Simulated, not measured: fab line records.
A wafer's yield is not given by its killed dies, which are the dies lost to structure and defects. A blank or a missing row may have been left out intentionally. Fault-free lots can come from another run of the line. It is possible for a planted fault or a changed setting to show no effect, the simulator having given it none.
3 desks looking at one fault :: flow nandHarc :: numbers are kept per desk, each desk with only its own; the story behind them comes last

FOR THE TOOL OWNER'S DESK: lithoTrack-04
The tool's own readings at NHARC_A_CHANNEL_HOLE_D2_PEB_08 (peb time 65 s): means of the sampled wafers that have a number, for each lot that ran on this tool. Marked OUT: a lot whose mean sits more than 4 standard deviations from the usual mean, which makes it out of limits; the brackets give that distance.
Columns: A = resistLineTempC at NHARC_A_CHANNEL_HOLE_D2_PEB_08, usual 23.00 C
lot: L830
first seen here: day 13 15:17
A: 22.96

lot: L835
first seen here: day 16 05:20
A: 22.98

lot: L843
first seen here: day 19 09:26
A: 23.13

lot: L842
first seen here: day 19 10:02
A: 22.81
Finding of this desk: none of the 4 lots has anything out of limits.

AT THE METROLOGY DESK
Means of the sampled wafers that have a number, per lot and without regard to the tool the lot ran on: this is what the gauges read. Marked OUT: a lot whose mean sits more than 4 standard deviations from the usual mean, which makes it out of limits; the brackets give that distance.
Columns: A = thkNm at NHARC_A_ONON_D2_THK_MEAS_18, usual 1002 nm; B = cdNm at NHARC_A_CHANNEL_HOLE_D2_CD_MEAS_10, usual 100.4 nm; C = overlayXNm at NHARC_A_CHANNEL_HOLE_D2_OVL_MEAS_11, usual 0.1 nm; D = overlayYNm at NHARC_A_CHANNEL_HOLE_D2_OVL_MEAS_11, usual -0.2 nm
lot: L830
first seen here: day 13 05:34
A: 1004
B: 100.5
C: 0.8
D: -0.5

lot: L832
first seen here: day 14 02:59
A: 1005
B: 100.0
C: 0.5
D: 0.9

lot: L833
first seen here: day 14 16:12
A: 978
B: 100.3
C: 0.1
D: -0.5

lot: L834
first seen here: day 14 16:13
A: 1015
B: 100.6
C: 0.1
D: 0.0

lot: L835
first seen here: day 15 23:42
A: 1005
B: 99.9
C: -0.5
D: 1.3

lot: L836
first seen here: day 16 05:38
A: 1000
B: 100.0
C: -0.9
D: -0.4

lot: L843
first seen here: day 19 03:15
A: 989
B: 101.2
C: -0.3
D: -0.2

lot: L842
first seen here: day 19 03:16
A: 1009
B: 101.3
C: 0.5
D: -0.8

lot: L844
first seen here: day 19 14:50
A: 994
B: 99.8
C: -0.5
D: 0.2

lot: L847
first seen here: day 20 03:49
A: 1007
B: 100.9
C: -0.5
D: 0.6

lot: L849
first seen here: day 21 06:08
A: 997
B: 101.0
C: 0.1
D: 0.3

lot: L850
first seen here: day 21 06:08
A: 991
B: 100.8
C: 1.1
D: 0.5

lot: L851
first seen here: day 22 01:40
A: 997
B: 100.5
C: 0.5
D: -1.0

lot: L852
first seen here: day 22 14:42
A: 1011
B: 100.5
C: 1.0
D: -0.3
Finding of this desk: none of the 14 lots has anything out of limits.

THE DEFECT DESK
Per lot, the means of the sampled wafers with a number show what the inspections along the route counted. Marked OUT: a lot whose mean sits more than 4 standard deviations from the usual mean, which makes it out of limits; the brackets give that distance.
Columns: A = rawDefectCount at NHARC_A_ONON_D2_INSPECT_32, usual 443
lot: L830
first seen here: day 13 08:23
A: 520

lot: L832
first seen here: day 14 05:48
A: 342

lot: L833
first seen here: day 14 19:05
A: 568

lot: L834
first seen here: day 14 19:11
A: 436

lot: L835
first seen here: day 16 02:31
A: 315

lot: L836
first seen here: day 16 08:29
A: 423

lot: L843
first seen here: day 19 06:03
A: 585

lot: L842
first seen here: day 19 06:05
A: 513

lot: L844
first seen here: day 19 17:38
A: 627

lot: L847
first seen here: day 20 06:38
A: 373

lot: L849
first seen here: day 21 08:56
A: 615

lot: L850
first seen here: day 21 08:56
A: 697

lot: L851
first seen here: day 22 04:35
A: 352

lot: L852
first seen here: day 22 17:40
A: 432
Finding of this desk: none of the 14 lots has anything out of limits.

BROUGHT TOGETHER
The desk of the tool owner found nothing out of limits.
Nothing out of limits was seen by the metrology desk.
Nothing out of limits was seen by the defect desk.

WHAT HAD BEEN PUT IN BY THE SIMULATOR
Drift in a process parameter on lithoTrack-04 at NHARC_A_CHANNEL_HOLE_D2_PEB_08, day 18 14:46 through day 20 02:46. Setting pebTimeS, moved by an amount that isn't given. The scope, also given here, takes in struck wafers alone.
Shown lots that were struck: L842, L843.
